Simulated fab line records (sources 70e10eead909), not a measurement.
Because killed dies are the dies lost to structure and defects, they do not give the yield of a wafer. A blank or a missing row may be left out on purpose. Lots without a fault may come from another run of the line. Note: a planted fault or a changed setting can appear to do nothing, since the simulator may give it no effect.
A struck lot beside a sound one | flow nandHarc | 39 steps out of a route of 1302
Sound: wafers L839.1, L839.3, L839.6. Struck: wafer L844.3 (L844.2, L844.6, from the same lot, were not struck and are left out); the cause is given at the end.
At each step with rows: each side's tool, then ch and its chambers, then its first start. Under that, the readings that differ: sound wafers | struck wafers | difference of the means | sigmas: that difference in standard deviations of wafers without a fault.
alike: readings with means less than 2 such deviations apart, plus words and numbers identical on both sides. not compared: withheld readings, readings lacking a value on some wafer, bounds such as >300 that could conceal the same value, and numbers that have no deviation in the record and whose values overlap.
The two part at a step that has a row with sigmas, a row that says differs or no value, or rows on one side only. When numbers do not overlap yet have no deviation, they are printed without sigmas and do not part them. Lack of a reading on every wafer of one side parts them only where that side has two or more wafers.

first, 7 steps without rows for these wafers: NHARC_A_CHANNEL_HOLE_D2_STRIP_41 (strips in N2/H2); NHARC_A_CHANNEL_HOLE_D2_STRIP_42 (strips in CF4/CHF3); NHARC_A_CHANNEL_HOLE_D2_STRIP_43 (strips in O2/COS); NHARC_A_CHANNEL_HOLE_D2_ETCH_44 (etches the open film in CF4/O2, target depth 140 nm, overetch 14 nm, time 77 s); NHARC_A_CHANNEL_HOLE_D2_STRIP_28 (strips in O2); NHARC_A_CHANNEL_HOLE_D2_PRECLEAN_29 (cleans in SC1); NHARC_A_CHANNEL_HOLE_D2_SRD_30.
NHARC_A_CHANNEL_HOLE_D2_CD_MEAS_31:
  struck on cdSem-01, day 17 23:17; sound on cdSem-02, day 15 14:50
  alike: cdNm
next, for these wafers, 1 step has no rows: NHARC_A_CHANNEL_HOLE_D2_XSEM_32.
NHARC_A_CHANNEL_HOLE_D2_INSPECT_40:
  struck on defectInspect-01, day 17 23:28; sound on defectInspect-02, day 15 15:01
  alike: rawDefectCount
then, 2 steps without rows for these wafers: NHARC_A_CHANNEL_FILL_D2_PRECLEAN_00 (cleans in SC1); NHARC_A_CHANNEL_FILL_D2_SRD_01.
NHARC_A_CHANNEL_FILL_D2_ALD_02: deposits SiO2, target thk 6 nm, pulse time 10 s, ald cycles 60.
  sound on aldHk-03 ch 1,2,3, day 15 15:13; struck on aldHk-02 ch 1, day 17 23:44
reading                 | sound             | struck | difference | sigmas
heaterPowerW (W)        | 555 479 582       | 450    | -89        | -2
precursorPulseHeightRel | 0.942 0.978 1.004 | 1.021  | +0.046     | +2
then, 2 steps without rows for these wafers: NHARC_A_CHANNEL_FILL_D2_ALD_03 (deposits SiNx, target thk 6 nm, pulse time 60 s, ald cycles 58); NHARC_A_CHANNEL_FILL_D2_ALD_14 (deposits SiO2, target thk 2.5 nm, pulse time 10 s, ald cycles 25).
NHARC_A_CHANNEL_FILL_D2_ALD_15: deposits SiNx, target thk 2 nm, pulse time 60 s, ald cycles 19.
  sound: aldSinBatch-02 ch 0; struck: aldSinBatch-02 ch 0
  alike: precursorPulseHeightRel
then, 5 steps without rows for these wafers: NHARC_A_CHANNEL_FILL_D2_ALD_16 (deposits SiO2, target thk 1.5 nm, pulse time 10 s, ald cycles 15); NHARC_A_CHANNEL_FILL_D2_ANNEAL_17 (time 1800 s); NHARC_A_CHANNEL_FILL_D2_CVD_18 (deposits poly-Si, target thk 3 nm); NHARC_A_CHANNEL_FILL_D2_ETCHBACK_19 (etches the open film in HBr/Cl2, target depth 5 nm, time 1.7 s); NHARC_A_CHANNEL_FILL_D2_ETCHBACK_20 (etches the open film in C4F8/O2/Ar, target depth 27 nm, time 13.5 s).
NHARC_A_CHANNEL_FILL_D2_STRIP_28: strips in O2, time 20 s.
  sound on rieDiel-02 ch 0,1,3, day 16 17:22; struck on rieDiel-12 ch 3, day 18 23:51
  alike: drypumpMotorCurrentA, mfcArSccm, oesProductAu, rfVppV, showerheadPlenumPTorr, throttleValvePct
  not compared: rfHoursCounterH
then, 4 steps without rows for these wafers: NHARC_A_CHANNEL_FILL_D2_PRECLEAN_21 (cleans in dHF, time 30 s); NHARC_A_CHANNEL_FILL_D2_SRD_23; NHARC_A_CHANNEL_FILL_D2_CVD_05 (deposits poly-Si, target thk 5 nm); NHARC_A_CHANNEL_FILL_D2_ANNEAL_22 (time 7200 s).
NHARC_A_CHANNEL_FILL_D2_ALD_25: deposits SiOx, target thk 60 nm, pulse time 10 s, ald cycles 600.
  sound on aldHk-01 ch 1,2,3, day 17 06:52; struck on aldHk-01 ch 3, day 19 12:50
  alike: heaterPowerW, precursorPulseHeightRel
then, 5 steps without rows for these wafers: NHARC_A_CHANNEL_FILL_D2_ETCHBACK_08 (etches the open film in C4F8, target depth 220 nm, time 110 s); NHARC_A_CHANNEL_FILL_D2_STRIP_29 (strips in O2, time 20 s); NHARC_A_CHANNEL_FILL_D2_PRECLEAN_30 (cleans in dHF, time 30 s); NHARC_A_CHANNEL_FILL_D2_SRD_31; NHARC_A_CHANNEL_FILL_D2_CVD_09 (deposits poly-Si, target thk 150 nm, time 3000 s).
NHARC_A_CHANNEL_FILL_D2_CMP_10: polishes, target thk 150 nm.
  sound on cmp-03 ch 0,1,2, day 17 18:01; struck on cmp-04 ch 1, day 19 23:05
  alike: motorCurrentA, timeToEndpointS
then, 2 steps without rows for these wafers: NHARC_A_CHANNEL_FILL_D2_SRD_12; NHARC_A_CHANNEL_FILL_D2_RTA_24 (time 5 s).
NHARC_A_STAIRCASE_DEP_156: deposits SiNx, target thk 50 nm.
  sound on pecvd-03 ch 1,2, day 17 18:41; struck on pecvd-03 ch 0, day 19 23:47
  alike: heaterPowerW
then, 2 steps without rows for these wafers: NHARC_A_STAIRCASE_DEHYDRATE_158 (time 120 s); NHARC_A_STAIRCASE_HMDS_159 (time 30 s).
-- break in the record here, with 9 days between the starts of the struck wafers on either side (left off in module A_STAIRCASE, picked up again in module END, where the first step shown is number 1302 on the route) --
NHARC_END_SORT_01:
  sound on prober-02 ch 0, day 26 14:36; struck on prober-02 ch 0, day 28 20:07
reading       | sound    | struck | difference | sigmas
killedAtArray | 49 63 40 | 176    | +125       | +7
killedDies    | 57 69 43 | 177    | +121       | +6
  alike: killedAtOther, killedAtPeriphery, killedOpen, killedShort

== WHERE THEY PART ==
Earliest at NHARC_A_CHANNEL_FILL_D2_ALD_02; latest, in this record, at NHARC_END_SORT_01.

WHY: what had been put in by the simulator
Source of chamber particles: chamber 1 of aldHk-02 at NHARC_A_CHANNEL_FILL_D2_ALD_02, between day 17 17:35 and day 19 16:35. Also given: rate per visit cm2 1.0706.
